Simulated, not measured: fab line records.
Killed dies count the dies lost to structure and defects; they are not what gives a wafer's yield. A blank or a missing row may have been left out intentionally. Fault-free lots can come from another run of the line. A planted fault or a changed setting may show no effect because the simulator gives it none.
Which of the tools did it?    flow nand-harc    36 wafers from 12 lots sampled at 6 of the route's 1302 steps

## WHAT EACH GAUGE READ, for each wafer
NHARC_P_ZERO_WELL_CD_MEAS_24 targets a cd of 720 nm. Usual: cd-nm 720.6 nm, standard deviation 1.1.
lot   measured      on         cd-nm (nm)         flag
L614  day 1 22:36   cd-sem-01  720.5 721.8 721.6  
L615  day 2 08:43   cd-sem-03  719.7 720.7 719.2  
L616  day 2 18:36   cd-sem-02  719.9 719.9 720.1  
L617  day 3 04:41   cd-sem-01  721.1 720.2 721.4  
L619  day 4 00:34   cd-sem-02  721.3 720.4 721.7  
L621  day 4 21:01   cd-sem-01  720.8 718.5 718.9  
L622  day 5 06:43   cd-sem-02  721.7 720.2 721.1  
L627  day 7 08:27   cd-sem-02  715.9 715.8 714.9  OFF
L630  day 8 14:36   cd-sem-03  722.0 720.3 720.5  
L635  day 10 16:45  cd-sem-02  720.7 721.0 719.3  
L636  day 11 02:29  cd-sem-03  720.9 721.1 721.9  
L637  day 11 12:34  cd-sem-01  720.1 720.4 719.0  

NHARC_P_STI_CD_MEAS_09 targets a cd of 200 nm. Usual: cd-nm 199.8 nm, standard deviation 1.5.
lot   measured      on         cd-nm (nm)         flag
L614  day 2 22:05   cd-sem-02  200.4 200.3 200.4  
L615  day 3 09:05   cd-sem-02  199.1 199.4 199.5  
L616  day 3 16:31   cd-sem-03  201.7 201.2 200.7  
L617  day 4 01:47   cd-sem-01  197.2 197.6 198.7  
L619  day 4 22:32   cd-sem-01  198.2 197.0 199.4  
L621  day 5 17:22   cd-sem-02  199.6 200.9 198.7  
L622  day 6 03:30   cd-sem-03  199.8 199.3 199.6  
L627  day 8 05:26   cd-sem-01  202.0 200.2 200.5  
L630  day 9 13:09   cd-sem-02  200.2 200.1 198.9  
L635  day 11 15:51  cd-sem-03  202.0 201.3 200.5  
L636  day 12 00:26  cd-sem-03  198.4 199.0 200.6  
L637  day 12 08:37  cd-sem-03  201.9 202.1 201.8  

NHARC_P_STI_INSPECT_11. Usual: raw-defect-count 6, standard deviation 3.3.
lot   measured      on                 raw-defect-count  flag
L614  day 2 22:13   defect-inspect-02  5 4 8             
L615  day 3 09:13   defect-inspect-02  8 7 4             
L616  day 3 16:39   defect-inspect-01  6 5 3             
L617  day 4 01:54   defect-inspect-01  5 8 5             
L619  day 4 22:39   defect-inspect-01  9 5 7             
L621  day 5 17:29   defect-inspect-02  4 7 6             
L622  day 6 03:37   defect-inspect-01  5 6 4             
L627  day 8 05:34   defect-inspect-01  8 9 5             
L630  day 9 13:17   defect-inspect-02  7 6 8             
L635  day 11 15:58  defect-inspect-02  5 5 7             
L636  day 12 00:34  defect-inspect-02  8 3 3             
L637  day 12 08:44  defect-inspect-01  4 13 15           

NHARC_END_SORT_01. Usual: killed-at-array 52, standard deviation 20; killed-at-other 1.0, standard deviation 1.3; killed-at-periphery 3.7, standard deviation 2.2; killed-dies 57, standard deviation 20; killed-open 3.2, standard deviation 1.6; killed-short 2.4, standard deviation 1.6.
lot   measured      on         killed-at-array  killed-at-other  killed-at-periphery  killed-dies  killed-open  killed-short  flag
L615  day 25 02:49  prober-01  69 57 56         2 1 2            4 2 0                75 60 58     1 4 5        3 0 3         
L617  day 26 17:32  prober-02  67 54 59         0 1 0            5 2 9                72 57 68     6 3 3        2 1 1         
L619  day 27 00:24  prober-02  69 59 75         0 1 0            5 3 0                74 63 75     3 1 3        2 2 1         
L630  day 30 23:29  prober-02  45 40 49         0 0 1            5 4 6                50 44 56     3 3 3        1 5 2         
L635  day 33 11:07  prober-02  23 26 21         0 0 2            5 5 4                28 31 27     4 1 3        2 0 2         
L637  day 34 08:46  prober-02  51 36 42         1 0 0            1 2 0                53 38 42     3 1 2        3 3 4         

## WHICH TOOL RAN EACH LOT (tool, then ch and the chambers of the sampled wafers, then the start)
lot   NHARC_P_ZERO_WELL_EXPOSE_21        NHARC_P_STI_ETCH_31
L614  krf-scanner-04 ch 0, day 1 22:26   rie-diel-10 ch 0,2, no start
L615  krf-scanner-04 ch 0, day 2 08:34   rie-diel-10 ch 1,3, day 25 02:49 or earlier
L616  krf-scanner-02 ch 0, day 2 18:26   rie-diel-10 ch 0,2,3, no start
L617  krf-scanner-04 ch 0, day 3 04:32   rie-diel-01 ch 0,1,2, day 26 17:32 or earlier
L619  krf-scanner-04 ch 0, day 4 00:25   rie-diel-08 ch 1,3, day 27 00:24 or earlier
L621  krf-scanner-03 ch 0, day 4 20:52   rie-diel-08 ch 0,3, no start
L622  krf-scanner-04 ch 0, day 5 06:34   rie-diel-10 ch 0,2,3, no start
L627  krf-scanner-04 ch 0, day 7 08:18   rie-diel-08 ch 0,1,2, no start
L630  krf-scanner-03 ch 0, day 8 14:26   rie-diel-08 ch 0,3, day 30 23:29 or earlier
L635  krf-scanner-03 ch 0, day 10 16:36  rie-diel-08 ch 2,3, day 33 11:07 or earlier
L636  krf-scanner-03 ch 0, day 11 02:20  rie-diel-10 ch 1,2,3, no start
L637  krf-scanner-04 ch 0, day 11 12:24  rie-diel-01 ch 0,2,3, day 34 08:46 or earlier
- NHARC_P_ZERO_WELL_EXPOSE_21: exposes mask P NWELL, target cd 720 nm.
- NHARC_P_STI_ETCH_31: etches the open film in CF4/CHF3, target depth 108.9 nm, time 54.5 s.

## AS READ BY THE TOOLS THEMSELVES (means over the sampled wafers that have a number; for cases with no such wafer, the mark the record gives instead)
NHARC_P_ZERO_WELL_EXPOSE_21. Usual: focus-offset-nm 0.0 nm, standard deviation 0.5.
lot   tool            focus-offset-nm (nm)  flag
L614  krf-scanner-04  -0.4                  
L615  krf-scanner-04  0.1                   
L616  krf-scanner-02  0.3                   
L617  krf-scanner-04  -0.2                  
L619  krf-scanner-04  -0.5                  
L621  krf-scanner-03  0.0                   
L622  krf-scanner-04  0.2                   
L627  krf-scanner-04  -0.4                  
L630  krf-scanner-03  -0.7                  
L635  krf-scanner-03  0.7                   
L636  krf-scanner-03  -0.1                  
L637  krf-scanner-04  0.3                   

NHARC_P_STI_ETCH_31. Usual: drypump-motor-current-A 5.5 A, standard deviation 0.38; oes-product-au 0.962 a.u., standard deviation 0.018; rf-vpp-V 370.5 V, standard deviation 2.7; showerhead-plenum-p-Torr 1.57 Torr, standard deviation 0.076; throttle-valve-pct 16.802 %, standard deviation 0.0099.
lot   tool         drypump-motor-current-A (A)  oes-product-au (a.u.)  rf-vpp-V (V)  showerhead-plenum-p-Torr (Torr)  throttle-valve-pct (%)  flag
L614  rie-diel-10  5.4                          0.937                  372.9         1.66                             16.795                  
L615  rie-diel-10  5.4                          0.953                  367.9         1.49                             16.799                  
L616  rie-diel-10  5.4                          0.973                  371.4         1.61                             16.813                  
L617  rie-diel-01  5.5                          0.967                  372.2         1.61                             16.809                  
L619  rie-diel-08  5.6                          0.972                  371.9         1.61                             16.797                  
L621  rie-diel-08  5.4                          0.971                  368.0         1.51                             16.799                  
L622  rie-diel-10  5.4                          0.933                  371.1         1.61                             16.810                  
L627  rie-diel-08  5.9                          0.938                  369.9         1.56                             16.796                  
L630  rie-diel-08  5.5                          0.968                  368.4         1.50                             16.788                  
L635  rie-diel-08  5.8                          0.968                  368.2         1.49                             16.795                  
L636  rie-diel-10  5.3                          0.964                  369.7         1.54                             16.805                  
L637  rie-diel-01  5.5                          0.974                  370.9         1.61                             16.812                  

## THE ANSWER, worked out from the rows above alone
Rule: a lot is off if the mean of its wafers that have a number lies more than 3 standard deviations from the usual mean. Also off: a lot with no number at a reading for which 4 or more lots have one. All remaining lots with rows at the step are treated as sound. First the gauges in route order, then the tools' own readings, where a lot's mean is used as printed above. At the first step where some lot is off, the reading lying furthest off is the one used; lots without a number count as furthest.
Off: L627, at NHARC_P_ZERO_WELL_CD_MEAS_24 (cd-nm).
A tool fits if, at a process step before that reading, it ran every lot that is off, and no sound lot after the first of them. The gauges at NHARC_P_ZERO_WELL_CD_MEAS_24 are tried like those tools. Of those tried, none fits.

## WHAT WAS PUT IN BY THE SIMULATOR
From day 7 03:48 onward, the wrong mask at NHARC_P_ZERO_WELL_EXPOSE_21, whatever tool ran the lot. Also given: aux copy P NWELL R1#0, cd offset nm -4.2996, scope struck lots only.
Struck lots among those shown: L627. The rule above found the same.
